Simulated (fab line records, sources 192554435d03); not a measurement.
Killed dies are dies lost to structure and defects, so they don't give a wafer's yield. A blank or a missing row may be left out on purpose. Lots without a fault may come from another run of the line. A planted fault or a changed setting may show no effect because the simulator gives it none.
Which tool did it? | flow n5_finfet | 22 lots, 66 wafers sampled, at 6 steps of a route of 1938

WHAT THE GAUGES READ, wafer by wafer
The record holds no reading of a measuring or inspecting step that can be judged against a usual standard deviation.

WHICH TOOL RAN EACH LOT (tool, then ch and the chambers of the sampled wafers, then the start)
lot  | N5_BEOL_M12_SPUTTER_44       | N5_BEOL_M12_ANNEAL_48            | N5_BEOL_M14_ETCH_59                | N5_BEOL_M14_DESCUM_33              | N5_BEOL_M14_ETCH_68                | N5_BEOL_M14_STRIP_37
L076 | pvd_sputter-02, day 11 03:17 | rtp_anneal-01 ch 0, day 11 04:31 | rie_diel-02 ch 0,1, day 11 13:30   | rie_diel-04 ch 0,1,2, day 11 14:26 | rie_diel-04 ch 0,1,2, day 11 14:37 | rie_diel-04 ch 1,2,3, day 11 19:05
L075 | pvd_sputter-03, day 11 03:38 | rtp_anneal-02 ch 0, day 11 04:43 | rie_diel-04 ch 0,1, day 11 15:43   | rie_diel-04 ch 1,2,3, day 11 16:56 | rie_diel-04 ch 1,2,3, day 11 17:07 | rie_diel-02 ch 0,1,2, day 11 20:26
L074 | pvd_sputter-02, day 11 03:41 | rtp_anneal-01 ch 0, day 11 04:47 | rie_diel-02 ch 1,2,3, day 11 14:14 | rie_diel-05 ch 0,1,3, day 11 15:34 | rie_diel-05 ch 0,1,3, day 11 15:45 | rie_diel-05 ch 1,2,3, day 11 19:07
L077 | pvd_sputter-01, day 11 06:58 | rtp_anneal-02 ch 0, day 11 07:22 | rie_diel-02 ch 0,3, day 11 15:21   | rie_diel-05 ch 0,1,2, day 11 16:17 | rie_diel-05 ch 0,1,2, day 11 16:28 | rie_diel-02 ch 2,3, day 11 19:47
L078 | pvd_sputter-02, day 11 20:47 | rtp_anneal-01 ch 0, day 11 21:56 | rie_diel-04 ch 0,2,3, day 12 06:00 | rie_diel-02 ch 0,2,3, day 12 06:56 | rie_diel-02 ch 0,2,3, day 12 07:07 | rie_diel-04 ch 0,1, day 12 07:58
L079 | pvd_sputter-02, day 12 04:32 | rtp_anneal-01 ch 0, day 12 04:52 | rie_diel-05 ch 2,3, day 12 12:31   | rie_diel-05 ch 1,2,3, day 12 13:19 | rie_diel-05 ch 1,2,3, day 12 13:31 | rie_diel-05 ch 0,1,3, day 12 14:50
L080 | pvd_sputter-03, day 12 11:55 | rtp_anneal-02 ch 0, day 12 12:22 | rie_diel-05 ch 0,1, day 12 18:54   | rie_diel-05 ch 0,2, day 12 19:51   | rie_diel-05 ch 0,2, day 12 20:02   | rie_diel-04 ch 0,1,3, day 13 03:13
L082 | pvd_sputter-02, day 13 10:20 | rtp_anneal-01 ch 0, day 13 10:41 | rie_diel-02 ch 0,1,3, day 13 17:50 | rie_diel-04 ch 1,2, day 13 18:44   | rie_diel-04 ch 1,2, day 13 18:55   | rie_diel-04 ch 0,1,2, day 13 20:50
L081 | pvd_sputter-01, day 13 10:24 | rtp_anneal-02 ch 0, day 13 10:50 | rie_diel-05 ch 0,2, day 13 18:41   | rie_diel-02 ch 1,2, day 13 19:29   | rie_diel-02 ch 1,2, day 13 19:40   | rie_diel-04 ch 0,2, day 13 21:04
L085 | pvd_sputter-01, day 13 12:06 | rtp_anneal-02 ch 0, day 13 12:33 | rie_diel-02 ch 1,2, day 13 18:55   | rie_diel-05 ch 0,3, day 13 19:44   | rie_diel-05 ch 0,3, day 13 19:55   | rie_diel-02 ch 0,1,2, day 14 01:12
L083 | pvd_sputter-01, day 13 13:11 | rtp_anneal-02 ch 0, day 13 13:31 | rie_diel-05 ch 0,1,2, day 13 20:42 | rie_diel-02 ch 1,2,3, day 13 21:41 | rie_diel-02 ch 1,2,3, day 13 21:52 | rie_diel-04 ch 0,2, day 14 01:17
L084 | pvd_sputter-01, day 13 14:29 | rtp_anneal-01 ch 0, day 13 14:55 | rie_diel-05 ch 0,1,2, day 13 21:03 | rie_diel-02 ch 1,2, day 13 22:25   | rie_diel-02 ch 1,2, day 13 22:36   | rie_diel-02 ch 0,3, day 14 01:31
L087 | pvd_sputter-02, day 14 08:25 | rtp_anneal-01 ch 0, day 14 09:03 | rie_diel-02 ch 0,1, day 14 16:33   | rie_diel-05 ch 0,2,3, day 14 17:58 | rie_diel-05 ch 0,2,3, day 14 18:09 | rie_diel-04 ch 0,2, day 14 18:55
L088 | pvd_sputter-02, day 14 14:16 | rtp_anneal-02 ch 0, day 14 14:52 | rie_diel-05 ch 0,1,3, day 14 22:34 | rie_diel-02 ch 0,1,3, day 14 23:23 | rie_diel-02 ch 0,1,3, day 14 23:34 | rie_diel-05 ch 0,1,2, day 15 03:32
L086 | pvd_sputter-03, day 14 14:20 | rtp_anneal-02 ch 0, day 14 15:08 | rie_diel-05 ch 0,2,3, day 14 23:39 | rie_diel-05 ch 0,1,3, day 15 00:31 | rie_diel-05 ch 0,1,3, day 15 00:42 | rie_diel-02 ch 1,2,3, day 15 04:06
L093 | pvd_sputter-03, day 15 10:50 | rtp_anneal-02 ch 0, day 15 11:13 | rie_diel-02 ch 2,3, day 15 18:49   | rie_diel-04 ch 0,1, day 15 19:54   | rie_diel-04 ch 0,1, day 15 20:05   | rie_diel-04 ch 1,2, day 15 21:43
L090 | pvd_sputter-02, day 15 13:55 | rtp_anneal-02 ch 0, day 15 14:16 | rie_diel-04 ch 0,1,2, day 15 22:09 | rie_diel-02 ch 1,3, day 15 23:05   | rie_diel-02 ch 1,3, day 15 23:16   | rie_diel-05 ch 0,2, day 16 02:40
L092 | pvd_sputter-03, day 15 16:47 | rtp_anneal-01 ch 0, day 15 17:07 | rie_diel-05 ch 0,1,2, day 15 23:43 | rie_diel-02 ch 1,2,3, day 16 00:41 | rie_diel-02 ch 1,2,3, day 16 00:52 | rie_diel-04 ch 0,1,2, day 16 02:47
L095 | pvd_sputter-02, day 16 18:42 | rtp_anneal-02 ch 0, day 16 19:02 | rie_diel-05 ch 0,3, day 17 06:45   | rie_diel-04 ch 0,2,3, day 17 07:41 | rie_diel-04 ch 0,2,3, day 17 07:52 | rie_diel-02 ch 0,1, day 17 08:29
L094 | pvd_sputter-02, day 17 02:10 | rtp_anneal-02 ch 0, day 17 02:35 | rie_diel-05 ch 2,3, day 17 10:46   | rie_diel-04 ch 2,3, day 17 11:46   | rie_diel-04 ch 2,3, day 17 11:58   | rie_diel-04 ch 0,1, day 17 13:51
L097 | pvd_sputter-02, day 17 02:49 | rtp_anneal-01 ch 0, day 17 03:10 | rie_diel-02 ch 2,3, day 17 12:34   | rie_diel-02 ch 0,1,3, day 17 13:31 | rie_diel-02 ch 0,1,3, day 17 13:41 | rie_diel-05 ch 1,2,3, day 17 14:12
L096 | pvd_sputter-03, day 17 13:52 | rtp_anneal-02 ch 0, day 17 14:13 | rie_diel-02 ch 0,1,3, day 17 21:36 | rie_diel-05 ch 2,3, day 17 23:07   | rie_diel-05 ch 2,3, day 17 23:17   | rie_diel-05 ch 0,1,2, day 18 03:14
- N5_BEOL_M12_SPUTTER_44: material Ta, target thk 10 nm, time 16.13 s.
- N5_BEOL_M12_ANNEAL_48: time 90 s.
- N5_BEOL_M14_ETCH_59: etches BARC in N2/H2, target depth 89 nm, overetch 26.7 nm, time 67.9 s.
- N5_BEOL_M14_DESCUM_33: chemistry O2, time 7.9 s.
- N5_BEOL_M14_ETCH_68: etches SOC in N2/H2, time 450 s.
- N5_BEOL_M14_STRIP_37: strips in O2.

WHAT THE TOOLS THEMSELVES READ (means of the sampled wafers that have a number; where no wafer has one, the mark that the record gives instead)
N5_BEOL_M12_SPUTTER_44.
lot  | tool           | substrate_temp_c (C) | susceptor_temp_C (C) | throttle_valve_pct (%)
L076 | pvd_sputter-02 | 50.00                | 49.92                | 30.0
L075 | pvd_sputter-03 | 50.06                | 50.14                | 28.9
L074 | pvd_sputter-02 | 50.11                | 49.90                | 30.4
L077 | pvd_sputter-01 | 49.96                | 49.93                | 30.9
L078 | pvd_sputter-02 | 50.06                | 49.99                | 30.6
L079 | pvd_sputter-02 | 49.98                | 49.84                | 29.7
L080 | pvd_sputter-03 | 50.02                | 50.11                | 30.5
L082 | pvd_sputter-02 | 49.99                | 50.10                | 30.2
L081 | pvd_sputter-01 | 49.95                | 50.01                | 30.4
L085 | pvd_sputter-01 | 50.04                | 49.98                | 30.3
L083 | pvd_sputter-01 | 50.02                | 49.95                | 30.9
L084 | pvd_sputter-01 | 50.01                | 49.92                | 30.9
L087 | pvd_sputter-02 | 49.96                | 50.11                | 30.2
L088 | pvd_sputter-02 | 50.02                | 49.99                | 30.4
L086 | pvd_sputter-03 | 50.09                | 50.06                | 29.7
L093 | pvd_sputter-03 | 49.95                | 49.98                | 29.3
L090 | pvd_sputter-02 | 50.15                | 50.07                | 30.8
L092 | pvd_sputter-03 | 49.95                | 50.03                | 29.9
L095 | pvd_sputter-02 | 50.00                | 50.07                | 30.5
L094 | pvd_sputter-02 | 50.00                | 50.05                | 30.4
L097 | pvd_sputter-02 | 49.91                | 50.02                | 30.1
L096 | pvd_sputter-03 | 50.05                | 50.00                | 30.1

N5_BEOL_M12_ANNEAL_48.
lot  | tool          | anneal_temp_c_max | wafer_temp_C_max
L076 | rtp_anneal-01 | 225.5             | 225.9
L075 | rtp_anneal-02 | 226.2             | 226.8
L074 | rtp_anneal-01 | 225.2             | 225.6
L077 | rtp_anneal-02 | 226.3             | 226.6
L078 | rtp_anneal-01 | 225.4             | 225.6
L079 | rtp_anneal-01 | 225.7             | 225.8
L080 | rtp_anneal-02 | 226.6             | 226.9
L082 | rtp_anneal-01 | 225.7             | 225.7
L081 | rtp_anneal-02 | 226.1             | 226.9
L085 | rtp_anneal-02 | 226.3             | 226.8
L083 | rtp_anneal-02 | 226.5             | 226.9
L084 | rtp_anneal-01 | 225.6             | 225.9
L087 | rtp_anneal-01 | 225.6             | 225.8
L088 | rtp_anneal-02 | 226.3             | 227.0
L086 | rtp_anneal-02 | 226.6             | 226.6
L093 | rtp_anneal-02 | 226.8             | 227.2
L090 | rtp_anneal-02 | 226.4             | 227.1
L092 | rtp_anneal-01 | 225.8             | 225.7
L095 | rtp_anneal-02 | 226.2             | 226.9
L094 | rtp_anneal-02 | 226.4             | 227.3
L097 | rtp_anneal-01 | 225.8             | 225.8
L096 | rtp_anneal-02 | 226.4             | 226.8

N5_BEOL_M14_ETCH_59.
lot  | tool        | drypump_motor_current_A (A) | oes_product_au (a.u.) | rf_vpp_V (V) | showerhead_plenum_p_Torr (Torr) | throttle_valve_pct (%)
L076 | rie_diel-02 | 5.6                         | 0.64                  | 522.0        | 2.46                            | 17.85
L075 | rie_diel-04 | 5.3                         | 0.73                  | 523.6        | 2.55                            | 17.55
L074 | rie_diel-02 | 5.7                         | 0.71                  | 525.5        | 2.61                            | 17.66
L077 | rie_diel-02 | 5.7                         | 0.70                  | 523.5        | 2.53                            | 17.66
L078 | rie_diel-04 | 5.8                         | 0.72                  | 523.6        | 2.52                            | 17.59
L079 | rie_diel-05 | 6.1                         | 0.77                  | 526.4        | 2.65                            | 17.91
L080 | rie_diel-05 | 5.7                         | 0.71                  | 521.9        | 2.48                            | 17.89
L082 | rie_diel-02 | 5.6                         | 0.67                  | 523.5        | 2.52                            | 17.78
L081 | rie_diel-05 | 6.1                         | 0.74                  | 523.1        | 2.52                            | 17.90
L085 | rie_diel-02 | 5.9                         | 0.67                  | 526.7        | 2.63                            | 17.70
L083 | rie_diel-05 | 6.0                         | 0.72                  | 523.7        | 2.52                            | 17.95
L084 | rie_diel-05 | 6.0                         | 0.73                  | 523.3        | 2.52                            | 17.94
L087 | rie_diel-02 | 5.4                         | 0.66                  | 523.2        | 2.51                            | 17.88
L088 | rie_diel-05 | 5.5                         | 0.69                  | 523.6        | 2.54                            | 17.91
L086 | rie_diel-05 | 5.8                         | 0.72                  | 525.3        | 2.59                            | 17.91
L093 | rie_diel-02 | 6.0                         | 0.67                  | 525.9        | 2.62                            | 17.65
L090 | rie_diel-04 | 5.4                         | 0.71                  | 523.7        | 2.50                            | 17.57
L092 | rie_diel-05 | 6.0                         | 0.70                  | 522.3        | 2.51                            | 17.97
L095 | rie_diel-05 | 5.6                         | 0.68                  | 523.9        | 2.53                            | 17.90
L094 | rie_diel-05 | 6.1                         | 0.72                  | 526.0        | 2.63                            | 17.98
L097 | rie_diel-02 | 6.0                         | 0.65                  | 526.3        | 2.61                            | 17.66
L096 | rie_diel-02 | 5.6                         | 0.72                  | 525.9        | 2.61                            | 17.68

N5_BEOL_M14_DESCUM_33.
lot  | tool        | drypump_motor_current_A (A) | oes_product_au (a.u.) | rf_vpp_V (V) | showerhead_plenum_p_Torr (Torr) | throttle_valve_pct (%)
L076 | rie_diel-04 | 5.5                         | 0.91                  | 243.3        | 2.06                            | 20.08
L075 | rie_diel-04 | 5.9                         | 0.85                  | 243.4        | 2.10                            | 20.35
L074 | rie_diel-05 | 5.5                         | 0.85                  | 243.4        | 2.09                            | 20.35
L077 | rie_diel-05 | 5.9                         | 0.89                  | 242.7        | 2.07                            | 20.36
L078 | rie_diel-02 | 5.9                         | 0.78                  | 244.0        | 2.10                            | 20.25
L079 | rie_diel-05 | 5.8                         | 0.86                  | 243.4        | 2.12                            | 20.39
L080 | rie_diel-05 | 6.0                         | 0.89                  | 243.4        | 2.06                            | 20.33
L082 | rie_diel-04 | 5.6                         | 0.90                  | 243.2        | 2.06                            | 20.22
L081 | rie_diel-02 | 5.9                         | 0.79                  | 244.4        | 2.16                            | 20.31
L085 | rie_diel-05 | 5.6                         | 0.84                  | 243.9        | 2.08                            | 20.31
L083 | rie_diel-02 | 5.7                         | 0.81                  | 244.8        | 2.14                            | 20.23
L084 | rie_diel-02 | 5.5                         | 0.80                  | 243.1        | 2.14                            | 20.31
L087 | rie_diel-05 | 5.8                         | 0.86                  | 243.2        | 2.12                            | 20.35
L088 | rie_diel-02 | 5.6                         | 0.78                  | 243.1        | 2.07                            | 20.29
L086 | rie_diel-05 | 5.5                         | 0.80                  | 242.4        | 2.08                            | 20.38
L093 | rie_diel-04 | 5.3                         | 0.82                  | 242.6        | 2.08                            | 20.20
L090 | rie_diel-02 | 5.4                         | 0.81                  | 244.5        | 2.10                            | 20.27
L092 | rie_diel-02 | 5.7                         | 0.79                  | 244.0        | 2.13                            | 20.26
L095 | rie_diel-04 | 5.8                         | 0.90                  | 242.8        | 2.06                            | 20.09
L094 | rie_diel-04 | 6.3                         | 0.94                  | 243.7        | 2.11                            | 20.18
L097 | rie_diel-02 | 5.6                         | 0.85                  | 244.3        | 2.15                            | 20.17
L096 | rie_diel-05 | 5.6                         | 0.82                  | 244.6        | 2.17                            | 20.39

N5_BEOL_M14_ETCH_68.
lot  | tool        | drypump_motor_current_A (A) | oes_product_au (a.u.) | rf_vpp_V (V) | showerhead_plenum_p_Torr (Torr) | throttle_valve_pct (%)
L076 | rie_diel-04 | 5.5                         | 0.91                  | 523.3        | 2.52                            | 17.40
L075 | rie_diel-04 | 5.9                         | 0.85                  | 524.0        | 2.56                            | 17.66
L074 | rie_diel-05 | 5.6                         | 0.84                  | 523.6        | 2.55                            | 17.76
L077 | rie_diel-05 | 6.0                         | 0.88                  | 523.0        | 2.53                            | 17.80
L078 | rie_diel-02 | 5.9                         | 0.78                  | 524.0        | 2.54                            | 17.58
L079 | rie_diel-05 | 5.8                         | 0.87                  | 525.2        | 2.60                            | 17.80
L080 | rie_diel-05 | 6.0                         | 0.87                  | 522.7        | 2.53                            | 17.79
L082 | rie_diel-04 | 5.6                         | 0.90                  | 522.8        | 2.51                            | 17.56
L081 | rie_diel-02 | 5.9                         | 0.78                  | 525.4        | 2.63                            | 17.59
L085 | rie_diel-05 | 5.6                         | 0.83                  | 523.2        | 2.55                            | 17.75
L083 | rie_diel-02 | 5.7                         | 0.80                  | 526.0        | 2.60                            | 17.59
L084 | rie_diel-02 | 5.6                         | 0.80                  | 525.2        | 2.60                            | 17.69
L087 | rie_diel-05 | 5.8                         | 0.86                  | 524.4        | 2.59                            | 17.80
L088 | rie_diel-02 | 5.6                         | 0.77                  | 522.7        | 2.51                            | 17.70
L086 | rie_diel-05 | 5.5                         | 0.81                  | 523.5        | 2.54                            | 17.81
L093 | rie_diel-04 | 5.3                         | 0.83                  | 524.1        | 2.53                            | 17.51
L090 | rie_diel-02 | 5.4                         | 0.80                  | 524.3        | 2.57                            | 17.70
L092 | rie_diel-02 | 5.7                         | 0.78                  | 525.6        | 2.59                            | 17.61
L095 | rie_diel-04 | 5.8                         | 0.90                  | 523.3        | 2.50                            | 17.39
L094 | rie_diel-04 | 6.3                         | 0.95                  | 524.7        | 2.55                            | 17.48
L097 | rie_diel-02 | 5.5                         | 0.85                  | 525.6        | 2.61                            | 17.56
L096 | rie_diel-05 | 5.6                         | 0.82                  | 526.4        | 2.66                            | 17.82

N5_BEOL_M14_STRIP_37.
lot  | tool        | drypump_motor_current_A (A) | oes_product_au (a.u.) | rf_vpp_V (V) | showerhead_plenum_p_Torr (Torr) | throttle_valve_pct (%)
L076 | rie_diel-04 | 5.9                         | 0.83                  | 3.9          | 2.11                            | 16.59
L075 | rie_diel-02 | 5.7                         | 0.77                  | 3.3          | 2.10                            | 16.60
L074 | rie_diel-05 | 5.8                         | 0.88                  | 4.1          | 2.13                            | 16.62
L077 | rie_diel-02 | 6.0                         | 0.81                  | 3.4          | 2.18                            | 16.45
L078 | rie_diel-04 | 5.3                         | 0.84                  | 3.3          | 2.09                            | 16.40
L079 | rie_diel-05 | 5.5                         | 0.83                  | 3.4          | 2.09                            | 16.57
L080 | rie_diel-04 | 5.7                         | 0.79                  | 3.3          | 2.10                            | 16.49
L082 | rie_diel-04 | 5.5                         | 0.87                  | 4.1          | 2.06                            | 16.34
L081 | rie_diel-04 | 5.4                         | 0.88                  | 3.9          | 2.03                            | 16.19
L085 | rie_diel-02 | 5.7                         | 0.75                  | 3.4          | 2.10                            | 16.64
L083 | rie_diel-04 | 5.6                         | 0.89                  | 3.3          | 2.03                            | 16.29
L084 | rie_diel-02 | 5.7                         | 0.74                  | 3.0          | 2.03                            | 16.60
L087 | rie_diel-04 | 5.6                         | 0.89                  | 3.4          | 2.03                            | 16.30
L088 | rie_diel-05 | 6.0                         | 0.83                  | 3.4          | 2.06                            | 16.63
L086 | rie_diel-02 | 5.7                         | 0.80                  | 2.5          | 2.14                            | 16.51
L093 | rie_diel-04 | 5.7                         | 0.88                  | 3.4          | 2.05                            | 16.48
L090 | rie_diel-05 | 6.2                         | 0.85                  | 2.6          | 2.09                            | 16.63
L092 | rie_diel-04 | 5.4                         | 0.85                  | 4.1          | 2.05                            | 16.36
L095 | rie_diel-02 | 5.5                         | 0.85                  | 3.5          | 2.14                            | 16.53
L094 | rie_diel-04 | 5.3                         | 0.81                  | 4.6          | 2.05                            | 16.31
L097 | rie_diel-05 | 5.8                         | 0.81                  | 4.6          | 2.11                            | 16.70
L096 | rie_diel-05 | 6.0                         | 0.81                  | 4.0          | 2.06                            | 16.71

THE ANSWER, worked out from the rows above alone
Rule: what is usual is taken from the lots themselves. Put in order of their means at a reading, lots are off if they are a third of the lots or fewer, leave a main group of 4 or more, and stand apart from it by a gap of 3 or more times the standard deviation of the main group's means; of several such gaps the widest counts. A main group whose means are all the same, to the digits that the tables above print for the reading, isn't used. A lot without any number at a reading at which 4 lots or more have one is off too. The other lots that the step has rows for count as sound. The gauges are gone through in route order, then the tools' own readings, and for those a lot's mean is taken as printed above. The first step at which some lot is off is used, and at that step the reading that is off furthest; a lot without a number counts as furthest.
No lot is off at any reading shown: from this, nothing can be told.

WHAT THE SIMULATOR HAD PUT IN
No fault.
